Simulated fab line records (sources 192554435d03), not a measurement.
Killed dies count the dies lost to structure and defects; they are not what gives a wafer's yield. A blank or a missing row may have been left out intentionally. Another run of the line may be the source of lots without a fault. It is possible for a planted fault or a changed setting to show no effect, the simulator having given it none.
Which tool was responsible? | flow n5-finfet | 12 lots, 36 wafers sampled, at 4 steps of a route of 1938

== WHAT EACH GAUGE READ, for each wafer ==
N5_MIM_TOP_LITHO_OVL_MEAS_11.
lot  | measured     | on         | MIM_TOP_OVL (nm)
L952 | day 12 20:16 | overlay-02 | -2 -1 -5
L954 | day 13 19:16 | overlay-02 | 2 2 2
L955 | day 13 09:48 | overlay-02 | -1 -10 2
L956 | day 13 22:02 | overlay-01 | 2 -1 -8
L958 | day 14 02:27 | overlay-02 | 0 -4 -12
L959 | day 14 01:55 | overlay-01 | -11 -6 2
L961 | day 14 13:02 | overlay-02 | -5 -1 -3
L963 | day 14 21:05 | overlay-01 | 4 -7 0
L962 | day 14 17:51 | overlay-02 | -7 -7 -5
L964 | day 16 03:27 | overlay-01 | -1 1 -4
L967 | day 16 00:20 | overlay-01 | -3 -2 8
L968 | day 16 15:20 | overlay-02 | 12 9 4

== WHAT TOOL EACH LOT RAN ON (gives the tool, then ch and the chambers of the sampled wafers, and finally the start) ==
lot  | N5_BEOL_M3_SPUTTER_88        | N5_BEOL_M15_STRIP_62                          | N5_MIM_TOP_DEGAS_04
L952 | pvd-sputter-02, day 7 16:01  | rie-diel-02 ch 0,2,3, day 12 19:41 or earlier | pvd-sputter-02, day 12 19:41
L954 | pvd-sputter-03, day 8 01:54  | rie-diel-02 ch 2,3, day 13 18:48 or earlier   | pvd-sputter-03, day 13 18:48
L955 | pvd-sputter-03, day 8 10:11  | rie-diel-02 ch 1,2, day 13 09:13 or earlier   | pvd-sputter-02, day 13 09:13
L956 | pvd-sputter-01, day 8 12:08  | rie-diel-02 ch 0,1, day 13 21:27 or earlier   | pvd-sputter-01, day 13 21:27
L958 | pvd-sputter-01, day 9 07:00  | rie-diel-03 ch 1,3, day 14 01:52 or earlier   | pvd-sputter-02, day 14 01:52
L959 | pvd-sputter-02, day 9 07:22  | rie-diel-02 ch 0,1,2, day 14 01:19 or earlier | pvd-sputter-03, day 14 01:19
L961 | pvd-sputter-01, day 9 19:25  | rie-diel-02 ch 0,1, day 14 12:26 or earlier   | pvd-sputter-01, day 14 12:26
L963 | pvd-sputter-01, day 9 21:15  | rie-diel-01 ch 0,3, day 14 20:30 or earlier   | pvd-sputter-01, day 14 20:30
L962 | pvd-sputter-03, day 10 01:10 | rie-diel-03 ch 0,1,2, day 14 17:23 or earlier | pvd-sputter-03, day 14 17:23
L964 | pvd-sputter-03, day 11 09:45 | rie-diel-03 ch 2,3, day 16 02:59 or earlier   | pvd-sputter-03, day 16 02:59
L967 | pvd-sputter-01, day 11 10:02 | rie-diel-03 ch 0,1,2, day 15 23:53 or earlier | pvd-sputter-01, day 15 23:53
L968 | pvd-sputter-01, day 11 15:52 | rie-diel-02 ch 0,2,3, day 16 14:45 or earlier | pvd-sputter-02, day 16 14:45
- N5_BEOL_M3_SPUTTER_88: material Cu, target thk 4.5 nm, time 8.29 s.
- N5_BEOL_M15_STRIP_62: strips in O2.
- N5_MIM_TOP_DEGAS_04: time 60 s.

== WHAT THE TOOLS THEMSELVES READ (means of the sampled wafers that have a number; where no wafer has one, the mark that the record gives instead) ==
N5_BEOL_M3_SPUTTER_88.
lot  | tool           | chuck-sensor-temp-C (C) | throttle-valve-pct (%)
L952 | pvd-sputter-02 | -16.0                   | 29.0
L954 | pvd-sputter-03 | -15.9                   | 31.2
L955 | pvd-sputter-03 | -15.8                   | 30.6
L956 | pvd-sputter-01 | -15.8                   | 30.8
L958 | pvd-sputter-01 | -16.0                   | 30.7
L959 | pvd-sputter-02 | -15.9                   | 28.9
L961 | pvd-sputter-01 | -15.7                   | 30.9
L963 | pvd-sputter-01 | -16.0                   | 30.3
L962 | pvd-sputter-03 | -16.5                   | 32.1
L964 | pvd-sputter-03 | -16.3                   | 31.6
L967 | pvd-sputter-01 | -16.1                   | 30.9
L968 | pvd-sputter-01 | -16.1                   | 30.9

N5_BEOL_M15_STRIP_62.
lot  | tool        | drypump-motor-current-A (A) | oes-product-au (a.u.) | rf-vpp-V (V) | showerhead-plenum-p-Torr (Torr) | throttle-valve-pct (%)
L952 | rie-diel-02 | 6.1                         | 0.81                  | 4.0          | 2.02                            | 16.64
L954 | rie-diel-02 | 6.3                         | 0.75                  | 3.5          | 2.00                            | 16.78
L955 | rie-diel-02 | 6.0                         | 0.83                  | 3.6          | 2.02                            | 16.76
L956 | rie-diel-02 | 5.3                         | 0.75                  | 3.5          | 2.00                            | 16.86
L958 | rie-diel-03 | 6.5                         | 0.80                  | 4.0          | 2.13                            | 16.66
L959 | rie-diel-02 | 5.7                         | 0.83                  | 3.3          | 2.02                            | 16.72
L961 | rie-diel-02 | 5.5                         | 0.81                  | 3.4          | 2.02                            | 16.68
L963 | rie-diel-01 | 5.7                         | 0.83                  | 3.6          | 2.07                            | 16.38
L962 | rie-diel-03 | 5.6                         | 0.71                  | 3.8          | 2.11                            | 16.74
L964 | rie-diel-03 | 6.3                         | 0.79                  | 3.9          | 2.11                            | 16.52
L967 | rie-diel-03 | 5.6                         | 0.70                  | 3.4          | 2.10                            | 16.76
L968 | rie-diel-02 | 6.1                         | 0.88                  | 4.0          | 2.10                            | 16.54

N5_MIM_TOP_DEGAS_04.
lot  | tool           | heater-power-w (W)
L952 | pvd-sputter-02 | 451
L954 | pvd-sputter-03 | 432
L955 | pvd-sputter-02 | 464
L956 | pvd-sputter-01 | 433
L958 | pvd-sputter-02 | 472
L959 | pvd-sputter-03 | 428
L961 | pvd-sputter-01 | 467
L963 | pvd-sputter-01 | 460
L962 | pvd-sputter-03 | 486
L964 | pvd-sputter-03 | 457
L967 | pvd-sputter-01 | 465
L968 | pvd-sputter-02 | 457

== THE ANSWER, worked out from the rows above alone ==
Rule: the usual values come from the lots themselves. The widest of any qualifying gaps counts: lots, ordered by their means at a reading, are off when they make up no more than a third of the lots, leave a main group of 4 or more, and stand apart from it by 3 or more times the standard deviation of that group's means. A main group whose means are all the same, to the digits that the tables above print for the reading, isn't used. A lot without any number at a reading at which 4 lots or more have one is off too. Any other lot the step has rows for is counted as sound. After the gauges, taken in route order, come the tools' own readings; for these a lot's mean is taken, as printed above. At the first step where some lot is off, the reading lying furthest off is the one used; lots without a number count as furthest.
No lot is off at any reading shown: from this, nothing can be told.

== WHAT HAD BEEN PUT IN BY THE SIMULATOR ==
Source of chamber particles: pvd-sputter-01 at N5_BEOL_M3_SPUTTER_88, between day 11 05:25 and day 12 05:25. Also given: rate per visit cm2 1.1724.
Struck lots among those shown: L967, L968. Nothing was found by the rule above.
